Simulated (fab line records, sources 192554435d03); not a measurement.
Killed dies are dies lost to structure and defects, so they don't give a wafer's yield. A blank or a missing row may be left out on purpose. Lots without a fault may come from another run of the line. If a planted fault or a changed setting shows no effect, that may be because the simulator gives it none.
Split-lot study -- flow n5-finfet -- 7 lots, 39 wafers read, on a route of 1938 steps

== THE SPLIT ITSELF ==
At N5_MIM_BOT_ETCH_ETCH_00 (etches TiN in Cl2/BCl3, target depth 45.5 nm), the setting target-depth-a was moved away from the recipe's 455 angstrom on 15 of the 39 wafers read, by -55.5% to +30.4%. The other wafers ran this setting at the recipe's value.

The reading comes from the split's own step.

== THE READING ==
etch.depth-nm (the simulator's own value, which no gauge read), in nm, at N5_MIM_BOT_ETCH_ETCH_00 (etches TiN in Cl2/BCl3, target depth 45.5 nm). The file gives no usual value for it. Across the 24 wafers here that went through the recipe, the average is 45.20 nm and the standard deviation 0.79 nm.

wafer,"tool, chamber at the split","target-depth-a as run, angstrom",against the recipe,"etch.depth-nm, nm",against lot-mates on the recipe
L074.1,"rie-metal-03, 1",455,recipe,44.97,-
L074.2,"rie-metal-03, 0",202.3,-55.5%,20.61,-24.96
L074.3,"rie-metal-03, 1",455,recipe,45.27,-
L074.4,"rie-metal-03, 0",202.3,-55.5%,20.71,-24.86
L074.5,"rie-metal-03, 0",455,recipe,46.47,-
L074.6,"rie-metal-03, 1",202.3,-55.5%,20.07,-25.50
L082.1,"rie-metal-03, 1",259.2,-43.0%,25.1,-20.34
L082.2,"rie-metal-03, 0",259.2,-43.0%,26.21,-19.23
L082.3,"rie-metal-03, 0",455,recipe,45.69,-
L082.4,"rie-metal-03, 1",455,recipe,44.42,-
L082.5,"rie-metal-03, 1",259.2,-43.0%,25.25,-20.19
L082.6,"rie-metal-03, 0",455,recipe,46.2,-
L080.2,"rie-metal-03, 1",455,recipe,44.83,-
L080.3,"rie-metal-03, 0",455,recipe,46.07,-
L080.6,"rie-metal-03, 0",455,recipe,46.45,-
L084.1,"rie-metal-01, 0",593.2,+30.4%,57.91,+13.71
L084.2,"rie-metal-01, 1",455,recipe,44.19,-
L084.3,"rie-metal-01, 0",593.2,+30.4%,57.5,+13.30
L084.4,"rie-metal-01, 1",455,recipe,44.17,-
L084.5,"rie-metal-01, 0",455,recipe,44.24,-
L084.6,"rie-metal-01, 1",593.2,+30.4%,57.7,+13.50
L086.1,"rie-metal-01, 1",334.5,-26.5%,32.78,-11.64
L086.2,"rie-metal-01, 0",334.5,-26.5%,32.7,-11.72
L086.3,"rie-metal-01, 1",334.5,-26.5%,32.92,-11.50
L086.4,"rie-metal-01, 0",455,recipe,44.18,-
L086.6,"rie-metal-01, 0",455,recipe,44.18,-
L086.5,"rie-metal-01, 1",455,recipe,44.9,-
L093.1,"rie-metal-02, 0",455,recipe,45.81,-
L093.2,"rie-metal-02, 1",455,recipe,45.7,-
L093.3,"rie-metal-02, 0",455,recipe,46.15,-
L093.4,"rie-metal-02, 1",455,recipe,45.33,-
L093.5,"rie-metal-02, 0",455,recipe,45.95,-
L093.6,"rie-metal-02, 1",455,recipe,45.6,-
L095.1,"rie-metal-03, 1",455,recipe,44.22,-
L095.2,"rie-metal-03, 0",318.5,-30.0%,31.63,-13.03
L095.3,"rie-metal-03, 1",455,recipe,44.34,-
L095.4,"rie-metal-03, 0",455,recipe,45.42,-
L095.5,"rie-metal-03, 1",318.5,-30.0%,31.1,-13.56
L095.6,"rie-metal-03, 0",318.5,-30.0%,31.57,-13.09

FIT RESULTS
A straight line over all 39 wafers: etch.depth-nm changes by +0.445 nm for each +1% of target-depth-a; r = +1.00; the points scatter about the line by 0.74 nm.
The same after taking each lot's own level away (the mean of its wafers on the recipe; 39 wafers): +0.451 nm for each +1%; r = +1.00; scatter 0.49 nm.
On that fit, the largest move of target-depth-a shifts the reading by 25 nm.
Measured against the standard deviation above, the lots' own levels, which go from 44.200 to 45.783 nm, span 2.0 times it.
So the lot-to-lot level changes the slope little: the two slopes agree.
Check: -25.1 nm against its lot-mates is what the line predicts for one of the wafers moved furthest among these (-55.5%) when that wafer is left out of the fit. Against them it came out at -25 nm.

== FILE'S OWN FIT ==
etch.depth-nm changes by +0.451 nm for each +1% of target-depth-a, r = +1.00.
